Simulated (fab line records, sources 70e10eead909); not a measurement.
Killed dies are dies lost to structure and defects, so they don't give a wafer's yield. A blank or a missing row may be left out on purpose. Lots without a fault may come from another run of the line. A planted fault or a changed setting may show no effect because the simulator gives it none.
Which tool did it? | flow nand_harc | 6 lots, 18 wafers sampled, at 4 steps of a route of 1302

WHAT THE GAUGES READ, wafer by wafer
NHARC_P_GATE_INSPECT_28.
lot  | measured     | on                | raw_defect_count
L100 | day 5 10:16  | defect_inspect-01 | 9 8 6
L105 | day 7 11:47  | defect_inspect-02 | 6 4 4
L108 | day 8 23:53  | defect_inspect-02 | 16 992 5
L116 | day 12 00:52 | defect_inspect-02 | 2 9 6
L118 | day 13 01:44 | defect_inspect-02 | 5 1 4
L120 | day 13 18:54 | defect_inspect-02 | 3 4 1

WHICH TOOL RAN EACH LOT (tool, then ch and the chambers of the sampled wafers, then the start)
lot  | NHARC_P_STI_ETCH_42                | NHARC_P_STI_CMP_21            | NHARC_P_STI_ETCH_36
L100 | rie_diel-13 ch 1,2, day 3 07:57    | cmp-01 ch 0,2,3, day 4 02:21  | wet_bench-01 ch 2,4,6, day 4 02:39
L105 | rie_diel-10 ch 0,1, day 5 08:35    | cmp-03 ch 0,3, day 6 03:14    | wet_bench-06 ch 2,4,6, day 6 03:34
L108 | rie_diel-05 ch 2,3, day 6 16:08    | cmp-02 ch 0,1, day 7 09:28    | wet_bench-06 ch 0,3,4, day 7 09:47
L116 | rie_diel-05 ch 0,1,3, day 9 21:16  | cmp-01 ch 0,2,3, day 10 18:30 | wet_bench-01 ch 0,1,4, day 10 18:49
L118 | rie_diel-13 ch 0,1,3, day 10 20:31 | cmp-03 ch 0,1,2, day 11 15:48 | wet_bench-01 ch 1,3,5, day 11 16:05
L120 | rie_diel-05 ch 0,1,3, day 11 13:27 | cmp-01 ch 0,2, day 12 10:11   | wet_bench-02 ch 2,3,7, day 12 10:31
- NHARC_P_STI_ETCH_42: etches the open film in N2/H2, target depth 80 nm, overetch 24 nm, time 61 s.
- NHARC_P_STI_CMP_21: polishes, t overpolish 20 s, target thk 380.67 nm.
- NHARC_P_STI_ETCH_36: etches SiO2 in dHF, target depth 38.8 nm.

THE ANSWER, worked out from the rows above alone
Rule: what is usual is taken from the lots themselves. Put in order of their means at a reading, lots are off if they are a third of the lots or fewer, leave a main group of 4 or more, and stand apart from it by a gap of 3 or more times the standard deviation of the main group's means; of several such gaps the widest counts. A main group whose means are all the same, to the digits that the tables above print for the reading, isn't used. A lot without any number at a reading at which 4 lots or more have one is off too. The other lots that the step has rows for count as sound.
Off: L108, at NHARC_P_GATE_INSPECT_28 (raw_defect_count). The main group: mean 4.8, standard deviation 1.8.
A tool fits if, at a process step before that reading, it ran every lot that is off, and no sound lot after the first of them. The gauges at NHARC_P_GATE_INSPECT_28 are tried like those tools. Can't be told from this: 2 tools fit, cmp-02 at NHARC_P_STI_CMP_21, wet_bench-06 at NHARC_P_STI_ETCH_36.

WHAT THE SIMULATOR HAD PUT IN
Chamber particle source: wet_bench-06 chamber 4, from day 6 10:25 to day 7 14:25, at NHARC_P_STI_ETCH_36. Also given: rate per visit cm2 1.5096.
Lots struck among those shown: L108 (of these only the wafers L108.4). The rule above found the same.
